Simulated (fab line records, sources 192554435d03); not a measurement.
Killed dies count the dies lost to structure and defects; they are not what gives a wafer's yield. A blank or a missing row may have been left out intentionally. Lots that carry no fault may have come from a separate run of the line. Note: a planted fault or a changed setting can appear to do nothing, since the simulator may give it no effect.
fab line records    flow n5-finfet
[record] lots = 9  wafers = 27  last-day = 18
route steps=1938 shown BEOL_M4@1081 PASSIVATION@1936
lots untouched by any fault: they come from a run of this same line in which no faults occurred
start-h: start of the lot's first displayed wafer, in hours after the record's first day    wait-h: hours since the lot's step before    " as in the row above    L1.1+2: a row that stands for several wafers    - value missing, or start not given    * or withheld: withheld    < > ~ a bound
route shown NAME@n: a module of which the file shows steps, and the number in the route of the first    usual: mean/standard deviation taken from wafers without a fault    same: alike in all rows    chamber/n: place in a boat    sites: per-site readings    _std_site: their standard deviation    _edge_site: mean of outer sites minus mean of inner sites    radius-mm: how far each site lies from the wafer's centre    mask NAME#n: copy n    behind: the last tool/chamber to shape the wafer    hold: cause of the lot's hold/its duration in hours/its outcome    device: the n, p or np transistor that did not switch    end of line: tests of these same wafers at the route's end    for a step that has no rows: nothing shown but its recipe    killed: dies lost to structure and defects at the first sort, not the wafer's yield    map: a wafer's dies, x killed, . not, _ none there
set.NAME: the setting the step ran with; set.NAME@STEP: the setting that earlier step ran with    model.NAME: the simulator's own value behind a step, which no gauge read
a sample of lots followed through the steps of the route, with each step as a table and each wafer as a row
services: when a tool's chamber went out of use (start-h, in hours from the record's first day, below 0 if earlier), for how many hours, and the reason
[[steps]]
[step N5_BEOL_M4_ALD_84]
[recipe] material = TaN  target-thk-a = *  temp-c = 275  ald-precursor-family = PDMAT  ald-co-reactant = NH3  pressure-torr = 3  carrier-flow-sccm = 1500  pulse-time-s = 2  purge-time-s = 3  co-reactant-purge-time-s = 2  co-reactant-pulse-time-s = 3  ald-cycles = 30  precursor-vessel-temp-c = 75  precursor-vessel-pressure-torr = 26.25  precursor-vessel-carrier-sccm = 1000
[usual] heater-power-w = 401/42  precursor-vessel-pressure-torr = 26.26/0.053
lot.wafer  tool          chamber  start-h  wait-h  heater-power-w  precursor-vessel-pressure-torr
L244.1     ald-metal-03  0        182.91   0.0     378             26.17
L244.4     "             2        "        "       484             26.31
L244.6     "             3        "        "       327             26.24
L248.3     ald-metal-02  0        200.90   0.0     394             26.40
L248.4     "             0        "        "       388             26.30
L248.5     "             2        "        "       399             26.34
L253.1     ald-metal-02  1        238.06   0.0     422             26.22
L253.4     "             3        "        "       392             26.27
L253.6     "             3        "        "       396             26.29
L254.1     ald-metal-03  1        245.88   0.0     420             26.41
L254.3     "             0        "        "       380             26.17
L254.5     "             1        "        "       426             26.33
L255.1     ald-metal-02  2        254.30   0.1     409             26.27
L255.4     "             1        "        "       407             26.34
L255.5     "             2        "        "       403             26.37
L257.1     ald-metal-04  3        273.13   0.1     345             26.30
L257.4     "             0        "        "       447             26.19
L257.5     "             3        "        "       339             26.28
L262.2     ald-metal-03  2        295.18   0.1     475             26.21
L262.3     "             1        "        "       432             26.30
L262.5     "             0        "        "       367             26.25
L264.1     ald-metal-02  3        310.60   0.3     407             26.21
L264.3     "             0        "        "       388             26.31
L264.5     "             0        "        "       384             26.34
L265.1     ald-metal-03  1        310.85   0.0     422             26.25
L265.3     "             3        "        "       331             26.28
L265.5     "             1        "        "       428             26.11
[step N5_BEOL_M4_SPUTTER_86]
[recipe] material = Cu  target-thk-a = 45  temp-c = -20  chamber-pressure-pa = 0.07  power-w = withheld  time-s = 8.29
[usual] throttle-valve-pct = 29.9/1.1
lot.wafer  tool            chamber  start-h  wait-h  throttle-valve-pct
L244.1     pvd-sputter-01  -        184.32   0.1     27.9
L244.4     "               -        "        "       31.4
L244.6     "               -        "        "       30.0
L248.3     pvd-sputter-01  -        202.62   0.1     29.9
L248.4     "               -        "        "       28.4
L248.5     "               -        "        "       28.4
L253.1     pvd-sputter-02  -        239.43   0.1     32.2
L253.4     "               -        "        "       29.8
L253.6     "               -        "        "       29.9
L254.1     pvd-sputter-01  -        247.16   0.1     28.2
L254.3     "               -        "        "       30.3
L254.5     "               -        "        "       31.5
L255.1     pvd-sputter-03  -        255.61   0.1     28.4
L255.4     "               -        "        "       29.5
L255.5     "               -        "        "       31.1
L257.1     pvd-sputter-01  -        274.32   0.1     30.2
L257.4     "               -        "        "       28.2
L257.5     "               -        "        "       31.7
L262.2     pvd-sputter-03  -        296.54   0.1     28.8
L262.3     "               -        "        "       29.2
L262.5     "               -        "        "       28.9
L264.1     pvd-sputter-03  -        311.98   0.1     31.2
L264.3     "               -        "        "       29.1
L264.5     "               -        "        "       28.8
L265.1     pvd-sputter-01  -        312.37   0.1     31.7
L265.3     "               -        "        "       30.3
L265.5     "               -        "        "       30.5
[step N5_BEOL_M4_SPUTTER_96]
[recipe] material = Cu  target-thk-a = 45  temp-c = -20  chamber-pressure-pa = 0.07  power-w = withheld  time-s = 8.29
[usual] throttle-valve-pct = 29.8/1.1
lot.wafer  tool            chamber  start-h  wait-h  throttle-valve-pct
L244.1     pvd-sputter-01  -        185.42   0.1     28.3
L244.4     "               -        "        "       31.3
L244.6     "               -        "        "       30.1
L248.3     pvd-sputter-01  -        203.72   0.1     29.9
L248.4     "               -        "        "       27.9
L248.5     "               -        "        "       27.8
L253.1     pvd-sputter-02  -        240.53   0.1     32.1
L253.4     "               -        "        "       30.1
L253.6     "               -        "        "       30.1
L254.1     pvd-sputter-01  -        248.26   0.1     28.2
L254.3     "               -        "        "       30.4
L254.5     "               -        "        "       31.7
L255.1     pvd-sputter-03  -        256.71   0.1     28.5
L255.4     "               -        "        "       29.3
L255.5     "               -        "        "       31.2
L257.1     pvd-sputter-01  -        275.42   0.1     30.0
L257.4     "               -        "        "       28.1
L257.5     "               -        "        "       31.4
L262.2     pvd-sputter-03  -        297.64   0.1     28.7
L262.3     "               -        "        "       29.1
L262.5     "               -        "        "       28.8
L264.1     pvd-sputter-03  -        313.08   0.1     31.0
L264.3     "               -        "        "       29.1
L264.5     "               -        "        "       28.7
L265.1     pvd-sputter-01  -        313.47   0.1     31.2
L265.3     "               -        "        "       30.3
L265.5     "               -        "        "       30.4
[step N5_BEOL_M4_CMP_52]
[recipe] stop-on = SiOC  t-overpolish-s = 6.8  down-force-psi = 1  platen-rpm = 50  clearing-platen-down-force-psi = 1.5  clearing-platen-rpm = 50  post-cmp-clean = cu-alkaline  target-thk-nm = 40  clearing-platen-pad-velocity-m-s = 0.99484  pad-velocity-m-s = 0.99484
[usual] barrier-field-endpoint-s = 24.9/0.65  clearing-platen-down-force-psi = 1.5002/0.003  motor-current-A = 5.8/0.5  overpolish-run-s = 6.799/0.009  retaining-ring-pressure-frac = 1.000/0.0048  time-to-endpoint-s = 63/3.4
lot.wafer  tool    chamber  start-h  wait-h  barrier-field-endpoint-s  clearing-platen-down-force-psi  motor-current-A  overpolish-run-s  retaining-ring-pressure-frac  time-to-endpoint-s
L244.4     cmp-02  3        185.92   0.1     24.2                      1.4988                          5.3              6.794             0.989                         62
L244.1     "       2        "        "       24.6                      1.4978                          6.5              6.816             1.012                         69
L244.6     "       3        "        "       24.3                      1.4998                          5.5              6.791             1.001                         64
L248.3     cmp-02  0        204.23   0.2     24.3                      1.4987                          6.0              6.809             0.995                         68
L248.4     "       3        "        "       24.9                      1.5042                          5.1              6.791             1.000                         65
L248.5     "       0        "        "       25.4                      1.5000                          6.5              6.797             1.002                         69
L253.4     cmp-02  0        241.02   0.1     -                         -                               -                -                 -                             -
L253.1     "       3        "        "       -                         -                               -                -                 -                             -
L253.6     "       1        "        "       -                         -                               -                -                 -                             -
L254.1     cmp-02  3        248.79   0.3     -                         -                               -                -                 -                             -
L254.3     "       1        "        "       -                         -                               -                -                 -                             -
L254.5     "       2        "        "       -                         -                               -                -                 -                             -
L255.1     cmp-02  0        257.24   0.3     -                         -                               -                -                 -                             -
L255.4     "       2        "        "       -                         -                               -                -                 -                             -
L255.5     "       3        "        "       -                         -                               -                -                 -                             -
L257.4     cmp-04  2        275.99   0.2     25.2                      1.5014                          6.2              6.802             0.999                         63
L257.1     "       3        "        "       23.4                      1.4980                          5.4              6.789             0.996                         62
L257.5     "       0        "        "       25.0                      1.4987                          6.0              6.780             0.999                         68
L262.3     cmp-01  0        298.17   0.2     25.3                      1.5000                          5.8              6.803             1.005                         64
L262.2     "       2        "        "       24.7                      1.5045                          5.6              6.797             1.002                         62
L262.5     "       3        "        "       25.6                      1.4989                          4.9              6.801             0.996                         64
L264.1     cmp-02  1        313.62   0.3     25.0                      1.5001                          6.0              6.797             1.002                         64
L264.3     "       3        "        "       24.5                      1.5000                          5.2              6.791             0.994                         62
L264.5     "       0        "        "       25.8                      1.4980                          6.3              6.780             0.998                         69
L265.1     cmp-01  1        314.04   0.3     25.3                      1.5043                          5.5              6.813             1.004                         65
L265.3     "       2        "        "       24.5                      1.4983                          5.6              6.782             1.005                         60
L265.5     "       3        "        "       24.4                      1.4970                          5.2              6.785             0.999                         60
[step N5_BEOL_M4_THK_MEAS_53]
[recipe] thk-meas-gauge = xrf  reads = Cu_of_BEOL_M4_ECD_50
[usual] M4_THK = 40.2/1.4
lot.wafer  tool           chamber  start-h  wait-h  M4_THK[nm]
L244.1     film-metro-02  -        186.22   -       42.6
L244.4     "              -        "        "       39.1
L244.6     "              -        "        "       40.3
L248.3     film-metro-01  -        204.53   -       41.9
L248.4     "              -        "        "       40.7
L248.5     "              -        "        "       39.8
L253.1     film-metro-01  -        241.32   0.1     300.0
L253.4     "              -        "        "       298.0
L253.6     "              -        "        "       295.3
L254.1     film-metro-01  -        249.05   0.2     300.9
L254.3     "              -        "        "       294.5
L254.5     "              -        "        "       294.2
L255.1     film-metro-01  -        257.50   0.2     292.6
L255.4     "              -        "        "       293.1
L255.5     "              -        "        "       294.5
L257.1     film-metro-01  -        276.21   -       40.0
L257.4     "              -        "        "       41.2
L257.5     "              -        "        "       40.1
L262.2     film-metro-02  -        298.42   -       40.0
L262.3     "              -        "        "       40.2
L262.5     "              -        "        "       39.9
L264.1     film-metro-02  -        313.88   -       39.1
L264.3     "              -        "        "       41.4
L264.5     "              -        "        "       42.8
L265.1     film-metro-01  -        314.26   -       39.5
L265.3     "              -        "        "       39.7
L265.5     "              -        "        "       38.9
[step N5_BEOL_M4_RS_MEAS_58]
[recipe] thk-meas-gauge = four-point-probe  reads = Co_of_BEOL_M4_CO_CAP_55+Cu_of_BEOL_M4_ECD_50+Co_of_BEOL_M4_CVD_47+TaN_of_BEOL_M4_ALD_84
[usual] M4_RS = 0.658/0.028
lot.wafer  tool           chamber  start-h  wait-h  M4_RS[ohm/sq]
L244.1     film-metro-02  -        186.65   0.1     0.613
L244.4     "              -        "        "       0.691
L244.6     "              -        "        "       0.661
L248.3     film-metro-01  -        204.79   0.1     0.617
L248.4     "              -        "        "       0.641
L248.5     "              -        "        "       0.659
L253.1     film-metro-02  -        241.61   0.1     0.057
L253.4     "              -        "        "       0.058
L253.6     "              -        "        "       0.058
L254.1     film-metro-02  -        249.34   0.1     0.057
L254.3     "              -        "        "       0.058
L254.5     "              -        "        "       0.058
L255.1     film-metro-01  -        257.76   0.0     0.059
L255.4     "              -        "        "       0.058
L255.5     "              -        "        "       0.058
L257.1     film-metro-01  -        276.50   0.1     0.659
L257.4     "              -        "        "       0.633
L257.5     "              -        "        "       0.657
L262.2     film-metro-01  -        298.68   0.1     0.665
L262.3     "              -        "        "       0.662
L262.5     "              -        "        "       0.669
L264.1     film-metro-02  -        314.15   0.0     0.686
L264.3     "              -        "        "       0.640
L264.5     "              -        "        "       0.614
L265.1     film-metro-02  -        314.52   0.0     0.665
L265.3     "              -        "        "       0.659
L265.5     "              -        "        "       0.676
[step N5_BEOL_M4_INSPECT_59]
[recipe] inspect-instrument = darkfield  mode = post-dep
[usual] raw-defect-count = 66/23
lot.wafer  tool               chamber  start-h  wait-h  raw-defect-count
L244.1     defect-inspect-02  -        186.68   0.0     75
L244.4     "                  -        "        "       109
L244.6     "                  -        "        "       107
L248.3     defect-inspect-01  -        204.81   0.0     32
L248.4     "                  -        "        "       47
L248.5     "                  -        "        "       43
L253.1     defect-inspect-01  -        241.63   0.0     5106
L253.4     "                  -        "        "       5036
L253.6     "                  -        "        "       5090
L254.1     defect-inspect-01  -        249.36   0.0     5113
L254.3     "                  -        "        "       5077
L254.5     "                  -        "        "       5036
L255.1     defect-inspect-02  -        257.79   0.0     5185
L255.4     "                  -        "        "       5090
L255.5     "                  -        "        "       4957
L257.1     defect-inspect-01  -        276.52   0.0     89
L257.4     "                  -        "        "       68
L257.5     "                  -        "        "       54
L262.2     defect-inspect-02  -        298.71   0.0     93
L262.3     "                  -        "        "       50
L262.5     "                  -        "        "       69
L264.1     defect-inspect-02  -        314.17   0.0     78
L264.3     "                  -        "        "       84
L264.5     "                  -        "        "       58
L265.1     defect-inspect-02  -        314.55   0.0     74
L265.3     "                  -        "        "       51
L265.5     "                  -        "        "       47
[step N5_BEOL_M4_RC_MEAS_101]
[usual] DIBL_N = 35.8/1.6  DIBL_P = 36.0/1.9  IOFF_N = 0.151/0.029  IOFF_P = 0.21/0.037  ION_N = 673/12  ION_P = 463/7.3  SS_N = 71.5/0.58  SS_P = 73.2/0.61  VT_N = 251/3.3  VT_P = -250/3.3
lot.wafer  tool       chamber  start-h  wait-h  DIBL_N[mV/V]  DIBL_P[mV/V]  IOFF_N[nA/um]  IOFF_P[nA/um]  ION_N[uA/um]  ION_P[uA/um]  SS_N[mV/dec]  SS_P[mV/dec]  VT_N[mV]  VT_P[mV]
L244.1     prober-01  0        186.70   0.0     36.8          36.7          0.151          0.20           668           456           72.1          73.5          253       -252
L244.4     "          0        "        "       35.3          34.5          0.128          0.17           657           457           71.0          72.6          254       -253
L244.6     "          0        "        "       34.1          33.3          0.108          0.15           652           452           71.1          72.0          257       -253
L248.3     prober-02  0        205.15   0.3     36.1          36.8          0.167          0.26           682           469           71.8          73.0          248       -249
L248.4     "          0        "        "       37.2          37.7          0.183          0.29           678           469           71.8          73.2          248       -244
L248.5     "          0        "        "       37.6          38.2          0.205          0.31           691           478           72.7          73.7          246       -241
L257.1     prober-02  0        276.55   0.0     36.8          38.4          0.179          0.24           691           479           71.9          73.8          248       -248
L257.4     "          0        "        "       38.9          39.4          0.191          0.25           688           467           72.7          74.2          248       -246
L257.5     "          0        "        "       37.2          39.1          0.189          0.25           680           473           71.8          73.2          246       -246
L262.2     prober-01  0        298.89   0.2     34.1          35.2          0.132          0.18           647           459           71.3          73.8          253       -253
L262.3     "          0        "        "       38.7          39.7          0.234          0.26           708           469           72.9          74.2          244       -247
L262.5     "          0        "        "       34.6          37.3          0.162          0.22           687           470           72.3          73.6          246       -254
L264.1     prober-02  0        314.20   0.0     38.5          38.6          0.170          0.23           670           464           72.0          73.9          251       -251
L264.3     "          0        "        "       35.4          35.1          0.135          0.19           671           456           71.2          72.6          250       -253
L264.5     "          0        "        "       36.8          37.2          0.166          0.22           679           461           71.5          73.7          250       -249
L265.1     prober-01  0        314.57   0.0     34.7          35.1          0.136          0.19           671           457           70.9          72.2          252       -252
L265.3     "          0        "        "       35.3          36.0          0.142          0.21           664           459           71.9          73.1          252       -251
L265.5     "          0        "        "       34.8          35.4          0.128          0.20           660           456           71.4          72.6          254       -253
[step N5_PASSIVATION_PROBE_49]
[usual] defect-limited-yield = 90.9/1.4  killed_at_M0_to_M3 = 37/12  killed_at_M4_up = 14/5.3  killed-at-contacts = 12/6.2  killed-at-front-end = 41/11  killed-at-other = 3.7/2.9  killed-dies = 107/17  killed-on-rim = 14/4.4  killed-open = 71/12  killed-short = 34/7.9  sort_bin_5_function = 5.3/0.95  sort_bin_6_memory = 3.4/0.7  sort-n-pass = 1073/17  sort-yield-pct = 90.9/1.5
[same] gross-dies = 1180  killed-at-back-side = 0  sort_bin_4_leakage[%] = 0  sort_bin_8_speed[%] = 0
lot.wafer  tool       chamber  start-h  wait-h  defect-limited-yield[%]  killed_at_M0_to_M3  killed_at_M4_up  killed-at-contacts  killed-at-front-end  killed-at-other  killed-dies  killed-on-rim  killed-open  killed-short  sort_bin_5_function[%]  sort_bin_6_memory[%]  sort-n-pass  sort-yield-pct[%]
L253.1     prober-02  -        352.81   0.0     0                        48                  1054             25                  48                   5                1180         152            82           49            7.4                     3.3                   0            0
L253.4     prober-02  -        352.96   0.2     0                        43                  1087             16                  32                   2                1180         152            73           37            5.6                     3.5                   0            0
L253.6     prober-02  -        353.06   0.3     0                        27                  1112             7                   29                   5                1180         152            59           25            4.7                     2.3                   0            0
L254.1     prober-01  -        353.36   0.0     0                        36                  1119             1                   24                   0                1180         152            58           23            4.3                     2.4                   0            0
L254.3     prober-01  -        353.46   0.1     0                        49                  1088             6                   31                   6                1180         152            85           32            6.2                     3.4                   0            0
L254.5     prober-01  -        353.56   0.2     0                        38                  1086             4                   51                   1                1180         152            90           24            6.0                     3.4                   0            0
L255.1     prober-01  -        369.45   0.4     0                        17                  1080             9                   68                   6                1180         152            78           36            6.3                     3.1                   0            0
L255.4     prober-01  -        369.60   0.6     0                        29                  1102             2                   39                   8                1180         152            63           26            4.0                     3.5                   0            0
L255.5     prober-01  -        369.65   0.6     0                        25                  1122             4                   27                   2                1180         152            60           16            3.2                     3.0                   0            0
// killed by level:class
L253.1 BEOL_M4:area-cmp=1049 MOL_CONTACT_COAG:geometric-particle:open=20 FIN_SAQP:geometric-particle:short=13 BEOL_M0_SAQP:geometric-particle:open=13 BEOL_M0_SAQP:geometric-particle:short=11 BEOL_M3:geometric-particle:open=11 BEOL_M2:geometric-particle:open=10 GATE_CUT:geometric-particle:short=9
L253.4 BEOL_M4:area-cmp=1070 MOL_CONTACT_COAG:geometric-particle:open=14 BEOL_M0_SAQP:geometric-particle:short=13 BEOL_M2:geometric-particle:open=8 BEOL_M3:geometric-particle:open=8 FIN_SAQP:geometric-particle:open=7 BEOL_M0_SAQP:geometric-particle:open=7 BEOL_M4:geometric-particle:open=6
L253.6 BEOL_M4:area-cmp=1095 BEOL_M0_SAQP:geometric-particle:open=8 FIN_SAQP:geometric-particle:open=6 BEOL_M0_SAQP:geometric-particle:short=6 BEOL_M2:geometric-particle:open=5 DUMMY_GATE:geometric-particle:open=4 MOL_CONTACT_COAG:geometric-particle:open=4 BEOL_M4:geometric-particle:open=4
L254.1 BEOL_M4:area-cmp=1099 BEOL_M1:geometric-particle:open=15 BEOL_M4:geometric-particle:open=14 BEOL_M3:geometric-particle:open=8 FIN_SAQP:geometric-particle:open=6 GATE_CUT:geometric-particle:short=6 BEOL_M2:geometric-particle:open=5 BEOL_M4:geometric-particle:short=4
L254.3 BEOL_M4:area-cmp=1062 BEOL_M1:geometric-particle:open=17 BEOL_M4:geometric-particle:open=17 FIN_SAQP:geometric-particle:open=12 BEOL_M2:geometric-particle:open=10 FIN_SAQP:geometric-particle:short=7 BEOL_M0_SAQP:geometric-particle:short=6 MOL_CONTACT_COAG:geometric-particle:open=5
L254.5 BEOL_M4:area-cmp=1066 FIN_SAQP:geometric-particle:open=28 BEOL_M1:geometric-particle:open=14 BEOL_M4:geometric-particle:open=13 BEOL_M0_SAQP:geometric-particle:short=5 BEOL_M0:geometric-particle:open=5 BEOL_M2:geometric-particle:open=5 STI_FIN_REVEAL:geometric-particle:open=4
L255.1 BEOL_M4:area-cmp=1065 STI_FIN_REVEAL:geometric-particle:open=14 FIN_SAQP:geometric-particle:short=13 FIN_SAQP:geometric-particle:open=8 DUMMY_GATE:geometric-particle:open=8 STARTING-WAFER:geometric-particle:open=8 BEOL_M4:geometric-particle:open=5 MOL_CONTACT_COAG:geometric-particle:open=5
L255.4 BEOL_M4:area-cmp=1090 BEOL_M2:geometric-particle:open=16 FIN_SAQP:geometric-particle:open=11 STI_FIN_REVEAL:geometric-particle:open=6 ILD0:geometric-particle:open=6 BEOL_M4:geometric-particle:open=6 BEOL_M1:geometric-particle:open=5 FIN_SAQP:geometric-particle:short=4
L255.5 BEOL_M4:area-cmp=1103 BEOL_M4:geometric-particle:open=12 FIN_SAQP:geometric-particle:open=9 STI_FIN_REVEAL:geometric-particle:open=7 BEOL_M2:geometric-particle:open=7 BEOL_M3:geometric-particle:open=5 MOL_CONTACT_COAG:geometric-particle:open=4 BEOL_M0_SAQP:geometric-particle:open=3
[[services]]
tool            chamber  start-h  hours  kind
cmp-01          -        174.35   9.1    pm
cmp-04          -        199.73   4.0    pm
cmp-04          -        203.73   -      consumable-replace:conditioner
cmp-04          -        203.73   -      consumable-replace:pad
cmp-04          -        204.42   1.4    repair
cmp-04          -        218.83   0.5    repair
pvd-sputter-01  -        231.67   2.2    repair
pvd-sputter-01  -        236.50   2.7    repair
cmp-04          -        252.53   18.1   pm
cmp-01          -        272.91   0.3    repair
ald-metal-04    -        286.74   4.3    pm
cmp-01          -        302.68   5.5    pm
cmp-02          -        305.22   4.0    pm
cmp-02          -        309.22   -      consumable-replace:conditioner
cmp-02          -        309.22   -      consumable-replace:pad
[[key]]
[first-sign] step = N5_BEOL_M4_CMP_52  reading = tool-record  direction = missing
[effect] step = N5_BEOL_M4_THK_MEAS_53  reading = M4_THK  direction = up  sigmas = 99+  usual = 40.2  struck = 295.9
[effect] step = N5_BEOL_M4_RS_MEAS_58  reading = M4_RS  direction = down  sigmas = 21  usual = 0.658  struck = 0.058
[effect] step = N5_BEOL_M4_INSPECT_59  reading = raw-defect-count  direction = up  sigmas = 99+  usual = 66  struck = 5077
[effect] step = N5_PASSIVATION_PROBE_49  reading = killed_at_M4_up  direction = up  sigmas = 99+  usual = 14  struck = 1094
[more-kills-born-at] N5_BEOL_M4_CMP_52@cmp-02 = 9699
met-at N5_BEOL_M4_CMP_52
struck-lots L253,L254,L255
later-rows-left-out L253.1,L253.4,L253.6,L254.1,L254.3,L254.5,L255.1,L255.4,L255.5
not-acting-at N5_BEOL_M4_ALD_84,N5_BEOL_M4_SPUTTER_86,N5_BEOL_M4_SPUTTER_96
onset-between 204.23 241.02
[fault] kind = skipped-step-whole  tool = cmp-02  chamber = -  onset-h = 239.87  steps = N5_BEOL_M4_CMP_52  scope = struck-lots-only
// later-rows-left-out: the simulator's readings of these wafers behind a module that went badly wrong aren't trusted and aren't shown, but for the sort
